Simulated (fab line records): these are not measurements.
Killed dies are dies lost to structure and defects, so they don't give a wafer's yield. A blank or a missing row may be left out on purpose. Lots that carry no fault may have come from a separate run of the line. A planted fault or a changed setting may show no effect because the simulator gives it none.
fab line records | flow n5-finfet
[record] lots = 10 wafers = 30 last-day = 18
route steps=1938 shown MOL_CONTACT_COAG@532 MIM_BOT_LITHO@1865 PASS1_CAP@1873 PAD_METAL@1893 PASSIVATION@1936
lots untouched by any fault: they come from a run of this same line in which no faults occurred
start-h: hours from the record's opening day to when the first of the lot's shown wafers began | wait-h: time in hours since the lot's previous step | " the same as in the row above | L1.1+2: a single row standing in for several wafers | - no value, or no start was given | * or withheld: withheld | < > ~ a bound
route shown NAME@n: NAME is a module with steps in the file, n the number in the route of the first one | usual: the fault-free wafers' mean and standard deviation | same: alike in all rows | chamber/n: place in a boat | sites: per-site readings | _std_site: standard deviation across them | _edge_site: outer sites' mean less inner sites' | radius-mm: for every site, how far away it sits from the centre of the wafer | mask NAME#n: copy n | behind: the tool/chamber that last shaped the wafer | hold: why the lot went on hold/how many hours it stayed there/how the hold came to an end | device: transistor that didn't switch, given as n, p or np | end of line: the same wafers' tests at the end of the route | a step without rows: its recipe alone | killed: dies that structure and defects cost at the first sort, which is not the same as the wafer's yield | map: a wafer's dies, marking killed ones x, the rest . and places with no die _
set.NAME: setting as actually run; set.NAME@STEP: the setting as run at that earlier step | model.NAME: the simulator's own value behind a step, which no gauge read
steps of the route over a sample of lots; a table a step, a row a wafer
services: from which hour (start-h, from the record's first day; less than 0 if before it) a tool's chamber was out of use, for how many hours, and why
[[steps]]
[step N5_MOL_CONTACT_COAG_ETCH_106]
[recipe] chemistry = N2/H2 target = SOC target-depth-a = 800 overetch-a = 160 mask-material = SiARC temp-c = 40 time-s = 120 ion-energy-ev = 200 pressure-mtorr = 30 source-w = 840 bias-w = 150 n2-flow-sccm = 200 h2-flow-sccm = 200
[usual] drypump-motor-current-A = 5.8/0.6 oes-product-au = 0.69/0.064 rf-fwd-power-W = 835/3.1 rf-vpp-V = 523.2/2.2 showerhead-plenum-p-Torr = 2.52/0.076 temp-c = 40.00/0.1 throttle-valve-pct = 17.85/0.16
// columns lot.wafer tool chamber start-h wait-h drypump-motor-current-A oes-product-au rf-fwd-power-W rf-hours-counter-h rf-vpp-V showerhead-plenum-p-Torr temp-c throttle-valve-pct
L364.2 rie-diel-01 3 91.30 0.0 5.9 0.63 838 224 525.5 2.62 39.99 17.75
L364.5 " 0 " " 6.2 0.62 837 - 518.8 2.42 39.90 17.88
L364.6 " 1 " " 5.3 0.69 836 - 523.6 2.54 39.88 17.99
L366.3 rie-diel-06 2 100.11 0.0 5.3 0.78 838 38 521.0 2.49 40.10 17.51
L366.5 " 2 " " 5.3 0.78 837 - 523.4 2.49 39.96 17.51
L366.6 " 1 " " 5.8 0.61 835 - 527.4 2.63 40.12 17.97
L367.1 rie-diel-01 0 106.11 0.0 6.2 0.62 833 233 520.2 2.41 40.10 17.90
L367.3 " 1 " " 5.3 0.68 837 148 523.1 2.54 39.82 17.99
L367.6 " 1 " " 5.3 0.68 835 - 524.7 2.54 39.91 17.99
L377.2 rie-diel-06 0 167.68 0.0 6.4 0.66 839 157 520.4 2.44 39.94 17.96
L377.4 " 2 " " 5.3 0.76 834 60 522.0 2.48 40.13 17.56
L377.5 " 2 " " 5.2 0.76 835 - 521.8 2.48 40.03 17.56
L378.2 rie-diel-06 2 171.87 0.0 5.3 0.75 834 61 521.5 2.48 40.08 17.55
L378.3 " 3 " " 4.8 0.68 836 130 520.0 2.46 39.93 17.84
L378.6 " 3 " " 4.8 0.69 832 - 521.9 2.46 39.92 17.85
L380.1 rie-diel-05 1 183.56 0.0 6.1 0.74 829 68 521.6 2.49 40.04 18.00
L380.2 " 3 " " 6.7 0.64 834 206 520.7 2.41 39.80 18.03
L380.3 " 2 " " 5.6 0.70 839 139 525.1 2.53 40.00 17.71
L383.2 rie-diel-05 2 201.65 0.0 5.6 0.68 842 146 525.3 2.53 39.99 17.72
L383.3 " 1 " " 5.9 0.74 834 75 521.3 2.48 39.93 18.01
L383.4 " 3 " " 6.7 0.64 837 212 521.2 2.41 39.75 18.06
L384.3 rie-diel-05 3 208.02 0.0 6.8 0.64 834 214 521.9 2.41 39.89 18.06
L384.4 " 2 " " 5.6 0.69 836 147 524.2 2.53 40.10 17.74
L384.6 " 1 " " 6.0 0.73 836 - 523.8 2.48 39.99 18.02
L386.2 rie-diel-01 0 220.43 0.0 6.2 0.82 833 21 527.9 2.72 39.99 17.57
L386.3 " 2 " " 6.7 0.67 835 187 523.5 2.54 40.00 17.81
L386.5 " 1 " " 5.2 0.65 827 - 524.0 2.52 40.02 18.06
L387.1 rie-diel-06 1 231.01 0.0 5.8 0.85 833 5 524.7 2.62 39.86 17.59
L387.4 " 1 " " 5.8 0.85 831 - 525.9 2.62 40.06 17.59
L387.5 " 3 " " 4.8 0.67 834 - 520.6 2.45 39.97 17.88
[step N5_MIM_BOT_LITHO_DESCUM_10]
[recipe] chemistry = O2 time-s = 7.9 source-power-w = 50 bias-power-w = 20 pressure-mtorr = 20 rf-frequency-hz = 2.712e+07 temp-c = 40 o2-flow-sccm = 225
[usual] drypump-motor-current-A = 5.8/0.55 oes-product-au = 0.78/0.087 rf-fwd-power-W = 49.67/0.2 rf-vpp-V = 242.9/1.4 showerhead-plenum-p-Torr = 2.08/0.072 temp-c = 39.99/0.12 throttle-valve-pct = 20.38/0.26
// columns lot.wafer tool chamber start-h wait-h drypump-motor-current-A oes-product-au rf-fwd-power-W rf-hours-counter-h rf-vpp-V showerhead-plenum-p-Torr temp-c throttle-valve-pct
L364.2 rie-diel-05 2 288.84 0.6 5.6 0.76 49.64 159 243.4 2.10 39.85 20.48
L364.5 " 1 " " 6.0 0.79 49.50 - 242.4 2.04 40.21 20.63
L364.6 " 2 " " 5.6 0.76 49.97 - 242.7 2.10 39.91 20.48
L366.3 rie-diel-05 3 296.48 0.1 6.7 0.69 49.53 246 241.5 1.96 39.90 20.63
L366.5 " 0 " " 5.3 0.98 49.62 - 243.9 2.15 40.06 20.19
L366.6 " 1 " " 5.9 0.78 49.68 - 241.6 2.03 40.04 20.64
L367.1 rie-diel-01 1 311.98 0.4 5.3 0.69 49.61 220 242.3 2.06 40.10 20.70
L367.3 " 3 " " 5.9 0.91 49.59 32 244.4 2.12 39.82 20.04
L367.6 " 3 " " 5.9 0.90 49.50 - 242.9 2.12 39.99 20.04
L377.2 rie-diel-06 2 362.99 0.0 5.3 0.75 49.76 129 243.5 2.00 39.95 20.14
L377.4 " 1 " " 5.8 0.84 50.07 56 242.4 2.13 40.14 20.24
L377.5 " 2 " " 5.3 0.75 49.80 - 241.6 2.00 40.03 20.15
L378.2 rie-diel-05 2 369.61 0.0 5.6 0.74 49.99 190 244.2 2.09 39.86 20.53
L378.3 " 3 " " 6.7 0.95 49.60 10 244.7 2.22 40.05 20.15
L378.6 " 3 " " 6.7 0.95 49.62 - 245.6 2.22 40.09 20.16
L380.1 rie-diel-01 0 375.07 0.0 6.2 0.84 49.44 75 244.5 2.20 39.95 20.02
L380.2 " 2 " " 6.7 0.71 50.08 243 242.0 2.08 39.87 20.58
L380.3 " 3 " " 5.9 0.86 49.90 56 244.5 2.11 40.12 20.07
L384.3 rie-diel-06 3 400.00 0.2 4.8 0.69 49.73 219 241.1 1.98 40.00 20.41
L384.4 " 2 " " 5.3 0.76 49.64 144 239.6 1.99 39.75 20.17
L384.6 " 3 " " 4.8 0.69 49.53 - 241.9 1.98 40.08 20.40
L383.2 rie-diel-01 1 405.70 0.4 5.2 0.67 49.64 253 243.4 2.05 40.02 20.76
L383.3 " 3 " " 5.9 0.85 49.68 68 242.9 2.11 40.07 20.09
L383.4 " 1 " " 5.2 0.67 49.48 - 242.2 2.05 39.84 20.74
L386.2 rie-diel-01 0 411.51 0.0 6.2 0.83 49.51 90 245.3 2.20 40.22 20.05
L386.3 " 3 " " 5.9 0.86 50.16 71 242.4 2.11 40.01 20.10
L386.5 " 0 " " 6.2 0.84 49.75 - 244.3 2.20 40.12 20.05
L387.1 rie-diel-06 0 427.78 0.0 6.4 0.67 49.60 249 241.0 1.98 40.03 20.84
L387.4 " 3 " " 4.8 0.69 49.76 230 241.0 1.97 40.02 20.43
L387.5 " 2 " " 5.3 0.74 49.70 - 242.9 1.99 39.95 20.19
[step N5_PASSIVATION_PECVD_55]
[recipe] material = SiO2 target-thk-a = 4000 temp-c = 400 precursor = SiH4/N2O pressure-torr = 2.7 rf-w = 608 time-s = 22.5
[usual] heater-power-w = 631/66 rf-fwd-power-W = 599.9/2.7 showerhead-plenum-p-Torr = 8.16/0.083 throttle-valve-pct = 51.4/2.7
// columns lot.wafer tool chamber start-h wait-h heater-power-w rf-fwd-power-W showerhead-plenum-p-Torr throttle-valve-pct
L364.2 pecvd-04 0 289.73 0.0 751 604.1 8.26 51.2
L364.5 " 1 " " 672 599.0 8.03 49.1
L364.6 " 0 " " 594 602.3 8.27 51.0
L366.3 pecvd-03 2 297.48 0.0 669 598.5 8.17 48.0
L366.5 " 1 " " 697 602.8 8.22 54.4
L366.6 " 0 " " 625 598.4 8.26 50.7
L367.1 pecvd-02 2 313.08 0.0 672 598.7 8.11 52.7
L367.3 " 1 " " 691 599.5 8.10 51.1
L367.6 " 0 " " 591 598.2 8.26 56.0
L377.2 pecvd-04 1 363.87 0.0 604 602.2 8.03 48.8
L377.4 " 1 " " 633 596.9 8.04 49.1
L377.5 " 0 " " 664 604.3 8.26 51.1
L378.2 pecvd-04 1 370.59 0.0 676 596.5 8.03 48.7
L378.3 " 2 " " 515 599.8 8.08 47.8
L378.6 " 2 " " 536 600.3 8.10 47.7
L380.1 pecvd-02 0 375.96 0.0 474 598.2 8.23 55.8
L380.2 " 1 " " 594 604.9 8.10 51.9
L380.3 " 2 " " 703 598.0 8.10 53.0
L384.3 pecvd-02 2 400.89 0.0 614 598.0 8.11 53.5
L384.4 " 1 " " 685 604.7 8.08 51.8
L384.6 " 2 " " 656 599.8 8.11 53.5
L383.2 pecvd-03 2 406.63 0.0 580 599.0 8.19 48.5
L383.3 " 1 " " 663 604.5 8.22 54.5
L383.4 " 2 " " 605 598.3 8.18 48.4
L386.2 pecvd-04 0 412.40 0.0 661 604.4 8.28 51.3
L386.3 " 2 " " 526 600.1 8.09 48.0
L386.5 " 0 " " 700 602.7 8.24 51.0
L387.1 pecvd-02 2 428.66 0.0 638 599.6 8.10 53.5
L387.4 " 2 " " 671 600.2 8.11 53.5
L387.5 " 1 " " 673 602.3 8.10 52.0
[step N5_PASSIVATION_DEGAS_18]
[recipe] ambient = vacuum temp-c = 300 time-s = 60
[usual] heater-power-w = 463/38
// columns lot.wafer tool chamber start-h wait-h heater-power-w
L364.2 pvd-sputter-02 - 291.25 0.3 471
L364.5 " - " " 516
L364.6 " - " " 470
L366.3 pvd-sputter-03 - 300.00 0.4 434
L366.5 " - " " 434
L366.6 " - " " 402
L367.1 pvd-sputter-01 - 314.95 0.6 495
L367.3 " - " " 429
L367.6 " - " " 443
L377.2 pvd-sputter-03 - 367.25 0.6 409
L377.4 " - " " 429
L377.5 " - " " 415
L378.2 pvd-sputter-02 - 372.67 0.4 513
L378.3 " - " " 483
L378.6 " - " " 488
L380.1 pvd-sputter-02 - 377.49 0.2 528
L380.2 " - " " 459
L380.3 " - " " 478
L384.3 pvd-sputter-03 - 402.79 0.6 431
L384.4 " - " " 451
L384.6 " - " " 535
L383.2 pvd-sputter-03 - 409.35 0.3 453
L383.3 " - " " 429
L383.4 " - " " 413
L386.2 pvd-sputter-01 - 413.70 0.1 437
L386.3 " - " " 472
L386.5 " - " " 444
L387.1 pvd-sputter-01 - 431.36 0.9 457
L387.4 " - " " 501
L387.5 " - " " 495
[step N5_PASSIVATION_PROBE_49]
[usual] defect-limited-yield = 91.4/1.4 killed_at_M0_to_M3 = 33/11 killed_at_M4_up = 13/5.3 killed-at-contacts = 13/6.1 killed-at-front-end = 40/11 killed-at-other = 2.9/2.7 killed-dies = 102/17 killed-on-rim = 14/4.2 killed-open = 68/13 killed-short = 32/7.5 sort_bin_5_function = 5.1/0.98 sort_bin_6_memory = 3.2/0.69 sort_bin_8_speed = 0.1/1.1 sort-n-pass = 1077/21 sort-yield-pct = 91.3/1.7
[same] gross-dies = 1180 killed-at-back-side = 0 sort_bin_4_leakage[%] = 0
// columns lot.wafer tool chamber start-h wait-h defect-limited-yield[%] killed_at_M0_to_M3 killed_at_M4_up killed-at-contacts killed-at-front-end killed-at-other killed-dies killed-on-rim killed-open killed-short sort_bin_5_function[%] sort_bin_6_memory[%] sort_bin_8_speed[%] sort-n-pass sort-yield-pct[%]
L377.2 prober-01 - 373.97 0.1 87.5 23 10 61 53 1 148 29 60 35 6.7 3.6 0 1032 87.5
L377.4 prober-01 - 374.07 0.2 82.9 27 12 114 47 2 202 33 61 36 9.4 4.3 0.1 977 82.8
L377.5 prober-01 - 374.12 0.2 83.2 31 6 117 43 1 198 28 68 31 10.2 3.6 0 982 83.2
L378.2 prober-01 - 378.43 0.1 85.3 28 7 109 29 1 174 27 52 19 8.1 3.1 0 1006 85.3
L378.3 prober-01 - 378.48 0.1 77.5 47 3 173 41 1 265 19 63 33 13.5 3.9 0 915 77.5
L378.6 prober-01 - 378.63 0.3 80.6 26 3 167 33 0 229 18 50 17 11.4 3.9 0 951 80.6
// killed by level:class
L377.2 MOL_CONTACT_COAG:unspecified=52 FIN_SAQP:geometric-particle:short=23 FIN_SAQP:geometric-particle:open=16 BEOL_M3:geometric-particle:open=9 STI_FIN_REVEAL:geometric-particle:open=6 MOL_CONTACT_COAG:geometric-particle:open=6 BEOL_M1:geometric-particle:open=4 BEOL_M4:geometric-particle:open=4
L377.4 MOL_CONTACT_COAG:unspecified=105 FIN_SAQP:geometric-particle:short=9 BEOL_M3:geometric-particle:open=9 MOL_CONTACT_COAG:geometric-particle:open=8 FIN_SAQP:geometric-particle:open=6 STI_FIN_REVEAL:geometric-particle:open=6 STARTING-WAFER:geometric-particle:open=6 STARTING-WAFER:geometric-particle:short=4
L377.5 MOL_CONTACT_COAG:unspecified=99 FIN_SAQP:geometric-particle:open=17 MOL_CONTACT_COAG:geometric-particle:open=15 BEOL_M3:geometric-particle:open=9 FIN_SAQP:geometric-particle:short=7 BEOL_M1:geometric-particle:open=5 BEOL_M0_SAQP:geometric-particle:short=4 STARTING-WAFER:geometric-particle:short=4
L378.2 MOL_CONTACT_COAG:unspecified=103 FIN_SAQP:geometric-particle:open=12 BEOL_M0_SAQP:geometric-particle:open=7 BEOL_M0_SAQP:geometric-particle:short=6 FIN_SAQP:geometric-particle:short=5 MOL_CONTACT_COAG:geometric-particle:open=5 BEOL_M2:geometric-particle:open=5 BEOL_M4:geometric-particle:open=5
L378.3 MOL_CONTACT_COAG:unspecified=167 FIN_SAQP:geometric-particle:open=13 BEOL_M0_SAQP:geometric-particle:open=13 BEOL_M0_SAQP:geometric-particle:short=12 BEOL_M2:geometric-particle:open=9 FIN_SAQP:geometric-particle:short=6 MOL_CONTACT_COAG:geometric-particle:open=6 GATE_CUT:geometric-particle:short=5
L378.6 MOL_CONTACT_COAG:unspecified=156 BEOL_M3:geometric-particle:open=9 FIN_SAQP:geometric-particle:open=8 MOL_CONTACT_COAG:geometric-particle:open=8 HKMG_FIN:area-etch=6 DUMMY_GATE:geometric-particle:open=5 BEOL_M0_SAQP:geometric-particle:short=5 BEOL_M0_SAQP:geometric-particle:open=5
[[services]]
// columns tool chamber start-h hours kind
rie-diel-06 1 78.17 4.5 repair
rie-diel-05 - 88.48 0.2 repair
rie-diel-05 2 106.14 16.1 repair
rie-diel-05 1 116.27 3.7 repair
rie-diel-06 2 128.59 2.3 repair
rie-diel-05 0 156.68 4.6 repair
rie-diel-06 0 176.57 2.9 repair
rie-diel-01 3 183.44 7.2 repair
rie-diel-06 1 199.25 14.5 repair
rie-diel-06 - 209.18 0.3 repair
rie-diel-06 - 210.01 4.8 repair
rie-diel-06 1 216.20 8.8 repair
rie-diel-06 2 216.94 4.0 repair
rie-diel-06 0 227.20 14.4 repair
rie-diel-05 - 236.83 0.2 repair
rie-diel-06 2 241.76 6.5 repair
rie-diel-01 1 255.42 3.4 repair
rie-diel-01 2 270.68 4.7 repair
rie-diel-05 - 273.86 14.6 pm
rie-diel-05 3 314.94 11.0 repair
rie-diel-06 3 333.55 2.8 repair
rie-diel-06 - 334.62 0.7 repair
rie-diel-05 1 355.36 13.1 repair
rie-diel-05 3 397.26 7.3 repair
[[key]]
[first-sign] step = N5_PASSIVATION_PROBE_49 reading = killed-at-contacts direction = up sigmas = 18 usual = 13 struck = 124
[effect] step = N5_PASSIVATION_PROBE_49 reading = defect-limited-yield direction = down sigmas = 5.9 usual = 91.4 struck = 82.8
[more-kills-born-at] N5_MOL_CONTACT_COAG_ETCH_106@rie-diel-06 = 682
met-at N5_MOL_CONTACT_COAG_ETCH_106
struck-lots L377,L378
not-acting-at N5_MIM_BOT_LITHO_DESCUM_10,N5_PASSIVATION_PECVD_55,N5_PASSIVATION_DEGAS_18
onset-between 100.11 167.68
[fault] kind = chamber-particle-source tool = rie-diel-06 chamber = - onset-h = 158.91 steps = N5_MOL_CONTACT_COAG_ETCH_106 rate-per-visit-cm2 = 2.0615 end-h = 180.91
